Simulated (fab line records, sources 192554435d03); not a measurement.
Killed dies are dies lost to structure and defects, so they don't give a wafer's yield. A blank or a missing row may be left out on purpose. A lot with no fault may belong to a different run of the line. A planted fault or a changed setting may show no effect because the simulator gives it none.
Chamber matching / flow n5_finfet / rie_diel-02 running N5_FIN_SAQP_SPACER2_ETCHBACK_29: 4 sister chambers
The step etches SiO2 in CHF3/O2, target depth 12.2 nm, time 6.1 s. 8 wafers are shown with their chamber, then 8 later ones without.

WAFERS, EACH WITH ITS CHAMBER
wafer=L078.1; chamber=0; drypump_motor_current_A (A)=6.1; throttle_valve_pct (%)=18.65
wafer=L083.1; chamber=0; drypump_motor_current_A (A)=6.1; throttle_valve_pct (%)=18.66
wafer=L092.1; chamber=1; drypump_motor_current_A (A)=5.5; throttle_valve_pct (%)=19.15
wafer=L092.3; chamber=3; drypump_motor_current_A (A)=6.3; throttle_valve_pct (%)=18.59
wafer=L092.6; chamber=2; drypump_motor_current_A (A)=5.2; throttle_valve_pct (%)=18.95
wafer=L093.3; chamber=1; drypump_motor_current_A (A)=5.4; throttle_valve_pct (%)=19.16
wafer=L093.5; chamber=3; drypump_motor_current_A (A)=6.4; throttle_valve_pct (%)=18.58
wafer=L093.6; chamber=2; drypump_motor_current_A (A)=5.2; throttle_valve_pct (%)=18.97

WAFERS WITHOUT THEIR CHAMBER
wafer=L094.2; drypump_motor_current_A (A)=5.5; throttle_valve_pct (%)=19.19
wafer=L094.3; drypump_motor_current_A (A)=5.2; throttle_valve_pct (%)=18.98
wafer=L094.6; drypump_motor_current_A (A)=5.2; throttle_valve_pct (%)=18.98
wafer=L095.1; drypump_motor_current_A (A)=6.4; throttle_valve_pct (%)=18.56
wafer=L095.2; drypump_motor_current_A (A)=5.5; throttle_valve_pct (%)=19.17
wafer=L097.3; drypump_motor_current_A (A)=5.2; throttle_valve_pct (%)=19.00
wafer=L097.5; drypump_motor_current_A (A)=5.5; throttle_valve_pct (%)=19.19
wafer=L097.6; drypump_motor_current_A (A)=5.2; throttle_valve_pct (%)=19.00

EACH ONE'S CHAMBER
wafer=L094.2; from the rows above=1; in truth=1
wafer=L094.3; from the rows above=2; in truth=2
wafer=L094.6; from the rows above=2; in truth=2
wafer=L095.1; from the rows above=3; in truth=3
wafer=L095.2; from the rows above=1; in truth=1
wafer=L097.3; from the rows above=2; in truth=2
wafer=L097.5; from the rows above=1; in truth=1
wafer=L097.6; from the rows above=2; in truth=2
Correctly placed: 8 of 8. Not placeable from these rows: 0. Number placed wrongly: 0.
How it was worked out, from the rows above alone: a wafer's distance from a chamber is the root of the sum, over the readings, of the square of ((its reading less the chamber's mean) divided by the reading's scatter). The wafer belongs to the nearest chamber; if the next one is less than 2 further off, it can't be placed. The mean given for a chamber averages the wafers shown for that chamber. The scatter is the square root of a quotient: the sum, over the shown wafers, of each reading's squared deviation from its chamber's mean, divided by wafers minus chambers.
